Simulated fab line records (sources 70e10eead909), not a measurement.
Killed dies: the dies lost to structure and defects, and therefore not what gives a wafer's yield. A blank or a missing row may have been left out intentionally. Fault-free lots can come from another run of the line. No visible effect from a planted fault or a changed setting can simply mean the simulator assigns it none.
Problem report, 8D (eight disciplines) form, completed by code ; flow nandHarc ; the parts of the form that need people (team, actions taken, sign-off) are left out

== 1. THE PROBLEM ==
runLengthS at NHARC_A_CONTACT_ETCH_49 reads a mean of 441.0 s on 6 wafers of 2 lots; wafers without a fault read 496.5 s with a standard deviation of 0.35. That is -99 or more standard deviations from the usual mean.
The step: etches the open film in N2/H2, target depth 260 nm, time 475.3 s.
Seen first at day 26 03:20 on rieDiel-08, wafer L795.1. The record holds 36 wafers of 12 lots with a number at this step. Rule for "out" (also "out of limits"): further than 4 standard deviations from the usual mean. The other wafers with a number count as sound.

== 2. WHAT IT IS, AND WHAT IT ISN'T ==
question;is;is not
which readings at this step;runLengthS;drypumpMotorCurrentA, oesProductAu, rfVppV, showerheadPlenumPTorr, throttleValvePct
which lots;L795, L796;L785, L786, L788, L789, L790, L794, L803, L804, L805, L806
which wafers of those lots;all that have a number;-
read on which tools;rieDiel-08;rieDiel-02, rieDiel-03
when;from day 26 03:20;"up to then (15 sound wafers); but 15 sound wafers of L794, L803, L804, L805, L806 came after"

== 3. THE SUSPECTS, EACH WITH WHAT RULES IT OUT ==
Counting: a tool at a process step up to the reading stays a suspect if it ran every lot that is out and no sound lot after the first of them.
- rieDiel-08 at NHARC_A_CONTACT_ETCH_49 (etches the open film in N2/H2, target depth 260 nm, time 475.3 s): ruled out as a lasting fault. Following L795 (day 26 03:20), the first lot on it that is out, the sound lots L805, L806 were run on it.
Left after counting: nothing in the record.

== 4. THE CAUSE (what the simulator had put in) ==
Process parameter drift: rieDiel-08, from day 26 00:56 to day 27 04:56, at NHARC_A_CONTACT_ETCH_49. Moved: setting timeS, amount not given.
Counting ruled it out, wrongly.

== 5. THE EFFECT CHAIN, in route order ==
Each row: a reading where the mean over the struck wafers with a number is more than 3 standard deviations away from the usual. Readings are gone through only where the record gives a usual standard deviation; hours: the median, over the lots, of the time from a lot's start at the first step in this table giving one to that lot's start at this step; sigmas: the change measured in usual standard deviations.
hours;step;reading;usual;on struck wafers;change;sigmas
0;NHARC_A_CONTACT_ETCH_49;runLengthS;496.5 s;441.0;-55.5;-99 or more
The process steps in it:
- NHARC_A_CONTACT_ETCH_49: etches the open film in N2/H2, target depth 260 nm, time 475.3 s.
Later measuring or inspecting steps at which every struck wafer that the step has a row for has a number for every such reading, and none has moved that far: NHARC_END_SORT_01.

== 6. HOW IT WOULD HAVE BEEN CAUGHT EARLIER ==
The fault began at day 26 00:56; the first out-of-limits reading in this record came at day 26 03:20, 2 hours later.
